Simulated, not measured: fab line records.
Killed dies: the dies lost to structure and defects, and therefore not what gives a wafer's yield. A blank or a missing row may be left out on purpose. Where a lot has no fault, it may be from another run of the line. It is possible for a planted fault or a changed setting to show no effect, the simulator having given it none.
A struck lot beside a sound one / flow n5-finfet / 40 out of 1938 route steps
Sound: wafers L345.1, L345.5, L345.6. Struck: wafers L346.1, L346.3, L346.5. The cause is named last.
Per side, at each step with rows, come the tool, then ch with its chambers, and then its first start. Under that, the readings that differ: sound wafers / struck wafers / difference of the means / sigmas: that difference in standard deviations of wafers without a fault.
alike: readings whose means differ by less than 2 such deviations, and words and numbers that are the same on both sides. not compared: withheld readings, readings that some wafer has no value for, bounds like >300 that may hide the same value, and numbers for which the record gives no deviation and whose values overlap.
The two part at a step that has a row with sigmas, a row that says differs or no value, or rows on one side only. Non-overlapping numbers with no deviation appear without sigmas and do not part them. Lack of a reading on every wafer of one side parts them only where that side has two or more wafers.

first, 12 steps without rows for these wafers: N5_HKMG_FIN_ETCH_54 (etches SiARC in CF4, target depth 45.5 nm, time 75.8 s); N5_HKMG_FIN_ETCH_55 (etches SOC in N2/H2, target depth 240 nm, time 300 s); N5_HKMG_FIN_STRIP_56 (strips in N2/H2); N5_HKMG_FIN_STRIP_57 (strips in CF4); N5_HKMG_FIN_ETCH_58 (etches SOC in N2/H2, target depth 215.8 nm, time 741 s); N5_HKMG_FIN_STRIP_93 (strips SOC in N2/H2, time 20 s); N5_HKMG_FIN_WET_ETCH_76 (etches Al2O3 in dNH4OH, stops on La2O3, target depth 2.25 nm, rinse time 30 s); N5_HKMG_FIN_STRIP_60 (strips in N2/H2, time 360 s); N5_HKMG_FIN_WET_ETCH_77 (etches La2O3 in dHCl, stops on HfO2, target depth 2 nm); N5_HKMG_FIN_WET_ETCH_78 (etches Al2O3 in dNH4OH, stops on La2O3, target depth 4.5 nm, rinse time 30 s); N5_HKMG_FIN_ALD_79 (deposits TiN, target thk 1.5 nm, pulse time 1 s, purge time 3 s); N5_HKMG_FIN_CVD_62 (deposits a-Si from Si2H6, target thk 3 nm, time 20.8 s).
N5_HKMG_FIN_RTA_80: time 2 s.
  sound on rtp-anneal-01 ch 0, day 4 05:40; struck on rtp-anneal-01 ch 0, day 4 12:44
then, 25 steps without rows for these wafers: N5_HKMG_FIN_PRECLEAN_64 (cleans in dHF, time 30 s); N5_HKMG_FIN_WET_ETCH_65 (etches a-Si in TMAH, stops on TiN, time 49 s, target depth 3 nm); N5_HKMG_FIN_WET_ETCH_81 (etches TiN in SC1, stops on HfO2, time 57 s, target depth 6 nm); N5_HKMG_FIN_WET_ETCH_82 (etches La2O3 in dHCl, stops on HfO2, target depth 2 nm, rinse time 30 s); N5_HKMG_FIN_ALD_36 (deposits TiN, target thk 1 nm, pulse time 1 s, purge time 3 s); N5_HKMG_FIN_PWFM_ALD_03 (deposits TiN, target thk 2 nm, pulse time 1 s, purge time 3 s); N5_HKMG_FIN_COAT_29 (time 60 s, resist thk 300 nm); N5_HKMG_FIN_COAT_30 (time 60 s, resist thk 35 nm); N5_HKMG_FIN_COAT_06 (resist thk 90 nm); N5_HKMG_FIN_EBR_08; N5_HKMG_FIN_SOFTBAKE_07 (time 60 s); N5_HKMG_FIN_EXPOSE_09 (exposes mask NWFM); N5_HKMG_FIN_PEB_10 (peb time 60 s); N5_HKMG_FIN_DEVELOP_11 (develop time 30 s); N5_HKMG_FIN_DESCUM_17 (chemistry O2, time 7.9 s); N5_HKMG_FIN_ETCH_31 (etches SiARC in CF4, target depth 45.5 nm, time 75.8 s); N5_HKMG_FIN_ETCH_32 (etches SOC in N2/H2, target depth 240 nm, time 300 s); N5_HKMG_FIN_STRIP_33 (strips in N2/H2); N5_HKMG_FIN_STRIP_34 (strips in CF4); N5_HKMG_FIN_ETCH_35 (etches SOC in N2/H2, target depth 215.8 nm, time 243.4 s); N5_HKMG_FIN_STRIP_92 (strips SOC in N2/H2, time 20 s); N5_HKMG_FIN_WET_ETCH_18 (etches TiN in SC1, time 55 s, target depth 5.2 nm, rinse time 30 s); N5_HKMG_FIN_STRIP_19 (strips in N2/H2, time 360 s); N5_HKMG_FIN_ALD_91 (deposits TiN, target thk 1 nm, pulse time 1 s, purge time 3 s); N5_HKMG_FIN_COAT_85 (time 60 s, resist thk 300 nm).
-- here the record skips 8 days between the struck wafers' starts before and after, leaving off in module HKMG_FIN and picking up in module BEOL_M4 (first step shown: number 1111 of the route) --
N5_BEOL_M4_RC_MEAS_101:
  sound on prober-01 ch 0, day 12 07:42; struck on prober-01 ch 0, day 12 02:20
reading=IOFF_P (nA/um); sound=0.26 0.20 0.17; struck=0.26 0.47 0.30; difference=+0.13; sigmas=+3
reading=IOFF_P_LIN (nA/um); sound=0.120 0.101 0.089; struck=0.138 0.206 0.151; difference=+0.062; sigmas=+4
reading=IOFF_P_LONG (nA/um); sound=0.000113 0.000116 0.00011; struck=0.000162 0.000158 0.000159; difference=+0.000047; sigmas=+5
reading=VT_N_LVT (mV); sound=96 103 105; struck=118 110 116; difference=+13; sigmas=+4
reading=VT_P (mV); sound=-246 -248 -251; struck=-240 -234 -238; difference=+11; sigmas=+3
reading=VT_P_LONG (mV); sound=-273 -274 -273; struck=-259 -264 -263; difference=+11; sigmas=+4
  alike: DIBL_N, DIBL_P, IOFF_N, ION_N, ION_P, SS_N, SS_P, VT_N
-- a jump in the record: the struck wafers' starts before and after are 4 days apart (it breaks off in module BEOL_M4 and resumes in module PASSIVATION, where the first step shown is number 1936 of the route) --
N5_PASSIVATION_PROBE_49:
  record: rows for the struck wafers here (prober-02, day 16 10:54), none for the sound ones

== WHERE THEY PART ==
First at N5_BEOL_M4_RC_MEAS_101; last, within this record, at N5_PASSIVATION_PROBE_49.

WHY: the cause the simulator had injected
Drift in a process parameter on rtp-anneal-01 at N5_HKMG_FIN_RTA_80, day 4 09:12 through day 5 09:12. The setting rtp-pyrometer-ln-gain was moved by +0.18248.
